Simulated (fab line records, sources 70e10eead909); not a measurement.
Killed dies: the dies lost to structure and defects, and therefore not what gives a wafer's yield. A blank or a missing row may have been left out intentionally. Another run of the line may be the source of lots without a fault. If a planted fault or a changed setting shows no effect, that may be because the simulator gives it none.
What tool caused it? :: flow nandHarc :: 17 wafers from 6 lots sampled at 4 of the route's 1159 steps

== WHAT THE GAUGES SHOWED, per wafer ==
NHARC_A_WL_FILL_INSPECT_15.
lot: L760
measured: day 16 19:18
on: defectInspect-01
rawDefectCount: 473 398 328

lot: L761
measured: day 17 12:36
on: defectInspect-01
rawDefectCount: 369 294 523

lot: L765
measured: day 17 17:28
on: defectInspect-01
rawDefectCount: 448 486

lot: L777
measured: day 20 08:23
on: defectInspect-01
rawDefectCount: 359 426 404

lot: L782
measured: day 21 08:31
on: defectInspect-01
rawDefectCount: 263 263 273

lot: L780
measured: day 21 13:16
on: defectInspect-02
rawDefectCount: 369 394 285

== EACH LOT AND THE TOOL THAT RAN IT (in order: tool; ch and the chambers of the sampled wafers; start) ==
lot: L760
NHARC_A_SLIT_ETCH_24: rieDiel-05 ch 2,3, day 15 01:38
NHARC_A_WL_FILL_ETCHBACK_26: rieSi-01 ch 0,1,3, day 16 11:57
NHARC_A_WL_FILL_CMP_12: cmp-02 ch 0,3, day 16 18:51

lot: L761
NHARC_A_SLIT_ETCH_24: rieDiel-03 ch 1,3, day 15 05:32
NHARC_A_WL_FILL_ETCHBACK_26: rieSi-04 ch 0,3, day 17 00:53
NHARC_A_WL_FILL_CMP_12: cmp-04 ch 2,3, day 17 12:08

lot: L765
NHARC_A_SLIT_ETCH_24: rieDiel-01 ch 1,3, day 15 12:54
NHARC_A_WL_FILL_ETCHBACK_26: rieSi-01 ch 0, day 17 04:13
NHARC_A_WL_FILL_CMP_12: cmp-03 ch 0,1, day 17 17:01

lot: L777
NHARC_A_SLIT_ETCH_24: rieDiel-05 ch 1,3, day 18 13:58
NHARC_A_WL_FILL_ETCHBACK_26: rieSi-01 ch 2,3, day 20 01:00
NHARC_A_WL_FILL_CMP_12: cmp-04 ch 1,2,3, day 20 07:58

lot: L782
NHARC_A_SLIT_ETCH_24: rieDiel-05 ch 0,1,2, day 19 08:52
NHARC_A_WL_FILL_ETCHBACK_26: rieSi-06 ch 0,1,2, day 20 23:00
NHARC_A_WL_FILL_CMP_12: cmp-02 ch 0,2, day 21 08:03

lot: L780
NHARC_A_SLIT_ETCH_24: rieDiel-01 ch 2,3, day 19 10:47
NHARC_A_WL_FILL_ETCHBACK_26: rieSi-06 ch 0,1,2, day 21 02:01
NHARC_A_WL_FILL_CMP_12: cmp-04 ch 0,1, day 21 12:47
- NHARC_A_SLIT_ETCH_24: etches the open film in CF4/CHF3, target depth 121 nm, time 60.5 s.
- NHARC_A_WL_FILL_ETCHBACK_26: etches the open film in HBr, target depth 52 nm, time 13.3 s.
- NHARC_A_WL_FILL_CMP_12: polishes, t overpolish 30 s, target thk 75 nm.

== THE ANSWER, worked out from the rows above alone ==
Rule: what is usual is taken from the lots themselves. Put in order of their means at a reading, lots are off if they are a third of the lots or fewer, leave a main group of 4 or more, and stand apart from it by a gap of 3 or more times the standard deviation of the main group's means; of several such gaps the widest counts. If all means in a main group match to the digits the tables above print for the reading, that group is not used. A lot without any number at a reading at which 4 lots or more have one is off too. Where the step has rows for the other lots, those lots are counted as sound.
None of the lots is off at any reading shown; this tells nothing.

== WHAT HAD BEEN PUT IN BY THE SIMULATOR ==
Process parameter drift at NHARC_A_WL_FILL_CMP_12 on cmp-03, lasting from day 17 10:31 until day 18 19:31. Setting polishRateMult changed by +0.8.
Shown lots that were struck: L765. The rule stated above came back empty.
